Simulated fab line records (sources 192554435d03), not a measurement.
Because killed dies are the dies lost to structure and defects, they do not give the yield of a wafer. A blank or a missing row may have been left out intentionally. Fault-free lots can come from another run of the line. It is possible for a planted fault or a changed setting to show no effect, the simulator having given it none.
Which tool is to blame? / flow n5 finfet / 10 lots, 30 wafers sampled, at 5 steps of a route of 1938

== WHAT THE GAUGES SHOWED, per wafer ==
N5_PASSIVATION_CD_MEAS_30: the cd target is 4000 nm. Usual: 4000 nm for cd nm, sd 3.4.
lot=L433; measured=day 12 00:45; on=cd sem-03; cd nm (nm)=3997 3997 3998; flag=
lot=L434; measured=day 12 09:28; on=cd sem-01; cd nm (nm)=3999 4000 3999; flag=
lot=L436; measured=day 13 06:59; on=cd sem-03; cd nm (nm)=4002 4001 4003; flag=
lot=L437; measured=day 13 09:49; on=cd sem-01; cd nm (nm)=3999 4004 4001; flag=
lot=L441; measured=day 15 08:41; on=cd sem-01; cd nm (nm)=3964 3958 3959; flag=OFF
lot=L444; measured=day 15 13:56; on=cd sem-01; cd nm (nm)=3957 3958 3960; flag=OFF
lot=L448; measured=day 16 09:30; on=cd sem-02; cd nm (nm)=4002 4000 3999; flag=
lot=L446; measured=day 16 14:23; on=cd sem-02; cd nm (nm)=3997 3999 3994; flag=
lot=L450; measured=day 17 08:24; on=cd sem-01; cd nm (nm)=3999 4004 4004; flag=
lot=L455; measured=day 18 11:31; on=cd sem-02; cd nm (nm)=3998 3998 3996; flag=

== TOOL THAT RAN EACH LOT (tool first, then ch and the chambers of the sampled wafers, then the start) ==
lot=L433; N5_MIM_BOT_LITHO_DESCUM_10=rie diel-03 ch 2,3, day 11 20:23; N5_PASSIVATION_PECVD_01=pecvd-01 ch 0,2, day 11 21:19; N5_PASSIVATION_PRE_CLEAN_19=pvd sputter-02, day 12 00:08; N5_PASSIVATION_EXPOSE_27=krf scanner-02 ch 0, day 12 00:34
lot=L434; N5_MIM_BOT_LITHO_DESCUM_10=rie diel-03 ch 0,2,3, day 12 02:04; N5_PASSIVATION_PECVD_01=pecvd-03 ch 0,1, day 12 03:00; N5_PASSIVATION_PRE_CLEAN_19=pvd sputter-01, day 12 08:51; N5_PASSIVATION_EXPOSE_27=krf scanner-02 ch 0, day 12 09:18
lot=L436; N5_MIM_BOT_LITHO_DESCUM_10=rie diel-01 ch 0,3, day 13 01:35; N5_PASSIVATION_PECVD_01=pecvd-01 ch 0,2, day 13 02:39; N5_PASSIVATION_PRE_CLEAN_19=pvd sputter-01, day 13 06:15; N5_PASSIVATION_EXPOSE_27=krf scanner-01 ch 0, day 13 06:49
lot=L437; N5_MIM_BOT_LITHO_DESCUM_10=rie diel-03 ch 0,1,2, day 13 04:53; N5_PASSIVATION_PECVD_01=pecvd-03 ch 0,1,2, day 13 05:48; N5_PASSIVATION_PRE_CLEAN_19=pvd sputter-02, day 13 09:12; N5_PASSIVATION_EXPOSE_27=krf scanner-01 ch 0, day 13 09:38
lot=L441; N5_MIM_BOT_LITHO_DESCUM_10=rie diel-01 ch 0,3, day 15 05:08; N5_PASSIVATION_PECVD_01=pecvd-03 ch 0,1,2, day 15 06:16; N5_PASSIVATION_PRE_CLEAN_19=pvd sputter-02, day 15 08:04; N5_PASSIVATION_EXPOSE_27=krf scanner-01 ch 0, day 15 08:31
lot=L444; N5_MIM_BOT_LITHO_DESCUM_10=rie diel-01 ch 1,2,3, day 15 10:12; N5_PASSIVATION_PECVD_01=pecvd-03 ch 0,1,2, day 15 11:16; N5_PASSIVATION_PRE_CLEAN_19=pvd sputter-03, day 15 13:19; N5_PASSIVATION_EXPOSE_27=krf scanner-01 ch 0, day 15 13:45
lot=L448; N5_MIM_BOT_LITHO_DESCUM_10=rie diel-03 ch 1,2, day 16 04:17; N5_PASSIVATION_PECVD_01=pecvd-03 ch 0,1, day 16 05:16; N5_PASSIVATION_PRE_CLEAN_19=pvd sputter-02, day 16 08:46; N5_PASSIVATION_EXPOSE_27=krf scanner-02 ch 0, day 16 09:20
lot=L446; N5_MIM_BOT_LITHO_DESCUM_10=rie diel-05 ch 0,2,3, day 16 08:07; N5_PASSIVATION_PECVD_01=pecvd-01 ch 1,2, day 16 09:02; N5_PASSIVATION_PRE_CLEAN_19=pvd sputter-03, day 16 13:38; N5_PASSIVATION_EXPOSE_27=krf scanner-02 ch 0, day 16 14:12
lot=L450; N5_MIM_BOT_LITHO_DESCUM_10=rie diel-01 ch 1,2, day 17 01:56; N5_PASSIVATION_PECVD_01=pecvd-03 ch 0,1, day 17 02:52; N5_PASSIVATION_PRE_CLEAN_19=pvd sputter-02, day 17 07:40; N5_PASSIVATION_EXPOSE_27=krf scanner-02 ch 0, day 17 08:14
lot=L455; N5_MIM_BOT_LITHO_DESCUM_10=rie diel-01 ch 0,1,2, day 18 08:08; N5_PASSIVATION_PECVD_01=pecvd-04 ch 0,2, day 18 09:04; N5_PASSIVATION_PRE_CLEAN_19=pvd sputter-01, day 18 10:47; N5_PASSIVATION_EXPOSE_27=krf scanner-02 ch 0, day 18 11:21
- N5_MIM_BOT_LITHO_DESCUM_10: chemistry O2, time 7.9 s.
- N5_PASSIVATION_PECVD_01: deposits SiNx from SiH4/NH3/N2, target thk 200 nm, time 43.2 s.
- N5_PASSIVATION_PRE_CLEAN_19
- N5_PASSIVATION_EXPOSE_27: exposes mask PAD, defocus 0 nm.

== AS READ BY THE TOOLS THEMSELVES (means over the sampled wafers that have a number; for cases with no such wafer, the mark the record gives instead) ==
N5_MIM_BOT_LITHO_DESCUM_10. Usual: drypump motor current A 5.5 A, standard deviation 0.4; oes product au 0.81 a.u., standard deviation 0.074; rf vpp V 243.9 V, standard deviation 1.4; showerhead plenum p Torr 2.14 Torr, standard deviation 0.073; temp c 40.01 C, standard deviation 0.11; throttle valve pct 20.48 %, standard deviation 0.21.
lot=L433; tool=rie diel-03; drypump motor current A (A)=5.8; oes product au (a.u.)=0.82; rf vpp V (V)=245.0; showerhead plenum p Torr (Torr)=2.21; temp c (C)=40.03; throttle valve pct (%)=20.30; flag=
lot=L434; tool=rie diel-03; drypump motor current A (A)=5.7; oes product au (a.u.)=0.77; rf vpp V (V)=243.7; showerhead plenum p Torr (Torr)=2.13; temp c (C)=39.96; throttle valve pct (%)=20.51; flag=
lot=L436; tool=rie diel-01; drypump motor current A (A)=5.7; oes product au (a.u.)=0.77; rf vpp V (V)=242.8; showerhead plenum p Torr (Torr)=2.11; temp c (C)=39.93; throttle valve pct (%)=20.38; flag=
lot=L437; tool=rie diel-03; drypump motor current A (A)=5.5; oes product au (a.u.)=0.80; rf vpp V (V)=243.6; showerhead plenum p Torr (Torr)=2.13; temp c (C)=40.07; throttle valve pct (%)=20.45; flag=
lot=L441; tool=rie diel-01; drypump motor current A (A)=5.7; oes product au (a.u.)=0.79; rf vpp V (V)=244.2; showerhead plenum p Torr (Torr)=2.12; temp c (C)=39.95; throttle valve pct (%)=20.47; flag=
lot=L444; tool=rie diel-01; drypump motor current A (A)=5.5; oes product au (a.u.)=0.82; rf vpp V (V)=243.3; showerhead plenum p Torr (Torr)=2.16; temp c (C)=40.07; throttle valve pct (%)=20.52; flag=
lot=L448; tool=rie diel-03; drypump motor current A (A)=5.7; oes product au (a.u.)=0.80; rf vpp V (V)=244.7; showerhead plenum p Torr (Torr)=2.20; temp c (C)=40.04; throttle valve pct (%)=20.27; flag=
lot=L446; tool=rie diel-05; drypump motor current A (A)=5.6; oes product au (a.u.)=0.86; rf vpp V (V)=243.6; showerhead plenum p Torr (Torr)=2.08; temp c (C)=39.95; throttle valve pct (%)=20.28; flag=
lot=L450; tool=rie diel-01; drypump motor current A (A)=5.6; oes product au (a.u.)=0.84; rf vpp V (V)=244.5; showerhead plenum p Torr (Torr)=2.21; temp c (C)=39.93; throttle valve pct (%)=20.69; flag=
lot=L455; tool=rie diel-01; drypump motor current A (A)=5.6; oes product au (a.u.)=0.82; rf vpp V (V)=244.5; showerhead plenum p Torr (Torr)=2.16; temp c (C)=39.97; throttle valve pct (%)=20.62; flag=

N5_PASSIVATION_PECVD_01. Usual: heater power w 367 W, standard deviation 140; showerhead plenum p Torr 8.67 Torr, standard deviation 0.061; throttle valve pct 29.2 %, standard deviation 2.1.
lot=L433; tool=pecvd-01; heater power w (W)=351; showerhead plenum p Torr (Torr)=8.68; throttle valve pct (%)=26.5; flag=
lot=L434; tool=pecvd-03; heater power w (W)=596; showerhead plenum p Torr (Torr)=8.69; throttle valve pct (%)=30.0; flag=
lot=L436; tool=pecvd-01; heater power w (W)=370; showerhead plenum p Torr (Torr)=8.65; throttle valve pct (%)=27.0; flag=
lot=L437; tool=pecvd-03; heater power w (W)=473; showerhead plenum p Torr (Torr)=8.71; throttle valve pct (%)=29.7; flag=
lot=L441; tool=pecvd-03; heater power w (W)=404; showerhead plenum p Torr (Torr)=8.70; throttle valve pct (%)=29.9; flag=
lot=L444; tool=pecvd-03; heater power w (W)=500; showerhead plenum p Torr (Torr)=8.69; throttle valve pct (%)=30.0; flag=
lot=L448; tool=pecvd-03; heater power w (W)=571; showerhead plenum p Torr (Torr)=8.69; throttle valve pct (%)=29.9; flag=
lot=L446; tool=pecvd-01; heater power w (W)=272; showerhead plenum p Torr (Torr)=8.74; throttle valve pct (%)=29.4; flag=
lot=L450; tool=pecvd-03; heater power w (W)=572; showerhead plenum p Torr (Torr)=8.74; throttle valve pct (%)=29.9; flag=
lot=L455; tool=pecvd-04; heater power w (W)=292; showerhead plenum p Torr (Torr)=8.63; throttle valve pct (%)=28.4; flag=

N5_PASSIVATION_PRE_CLEAN_19. Usual: 454 W for heater power w, sd 46.
lot=L433; tool=pvd sputter-02; heater power w (W)=433; flag=
lot=L434; tool=pvd sputter-01; heater power w (W)=482; flag=
lot=L436; tool=pvd sputter-01; heater power w (W)=462; flag=
lot=L437; tool=pvd sputter-02; heater power w (W)=446; flag=
lot=L441; tool=pvd sputter-02; heater power w (W)=434; flag=
lot=L444; tool=pvd sputter-03; heater power w (W)=454; flag=
lot=L448; tool=pvd sputter-02; heater power w (W)=438; flag=
lot=L446; tool=pvd sputter-03; heater power w (W)=434; flag=
lot=L450; tool=pvd sputter-02; heater power w (W)=486; flag=
lot=L455; tool=pvd sputter-01; heater power w (W)=472; flag=

N5_PASSIVATION_EXPOSE_27. Usual: 32.30 for exposure dose mJ cm2, sd 0.032.
lot=L433; tool=krf scanner-02; exposure dose mJ cm2=32.31; flag=
lot=L434; tool=krf scanner-02; exposure dose mJ cm2=32.28; flag=
lot=L436; tool=krf scanner-01; exposure dose mJ cm2=32.30; flag=
lot=L437; tool=krf scanner-01; exposure dose mJ cm2=32.29; flag=
lot=L441; tool=krf scanner-01; exposure dose mJ cm2=25.52; flag=OFF
lot=L444; tool=krf scanner-01; exposure dose mJ cm2=25.47; flag=OFF
lot=L448; tool=krf scanner-02; exposure dose mJ cm2=32.25; flag=
lot=L446; tool=krf scanner-02; exposure dose mJ cm2=32.36; flag=
lot=L450; tool=krf scanner-02; exposure dose mJ cm2=32.31; flag=
lot=L455; tool=krf scanner-02; exposure dose mJ cm2=32.31; flag=

== THE ANSWER, worked out from the rows above alone ==
Rule: a lot is off if the mean of its wafers that have a number lies more than 3 standard deviations from the usual mean. Also off: a lot with no number at a reading for which 4 or more lots have one. Any other lot the step has rows for is counted as sound. Order of review: gauges by route order, followed by the tools' own readings, for which a lot's mean as printed above is used. At the first step where some lot is off, the reading lying furthest off is the one used; lots without a number count as furthest.
Off: L441, L444, at N5_PASSIVATION_CD_MEAS_30 (cd nm).
If a tool, at a process step before that reading, ran all the lots that are off and no sound lot after the first of them, it fits. Not tried: the gauges at N5_PASSIVATION_CD_MEAS_30; whatever is off there is also off at N5_PASSIVATION_EXPOSE_27, on other tools, and gauge error can't account for it. One candidate fits, namely krf scanner-01 at N5_PASSIVATION_EXPOSE_27. Its last sound lot is L437 (day 13 09:38), its first lot that is off L441 (day 15 08:31): a fault that began between those two fits.
On the lots that are off, the tool's own readings at N5_PASSIVATION_EXPOSE_27 differ by more than 5 times the standard deviation of the sound lots' means, which bears it out; exposure dose mJ cm2 reads 25.49 there versus 32.30 on the sound lots.

== WHAT THE SIMULATOR HAD INSERTED ==
Drift in process parameters on krf scanner-01 at N5_PASSIVATION_EXPOSE_27, starting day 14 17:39. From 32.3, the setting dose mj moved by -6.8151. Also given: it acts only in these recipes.
Lots struck among those shown: L441, L444. The same result came from the rule above.
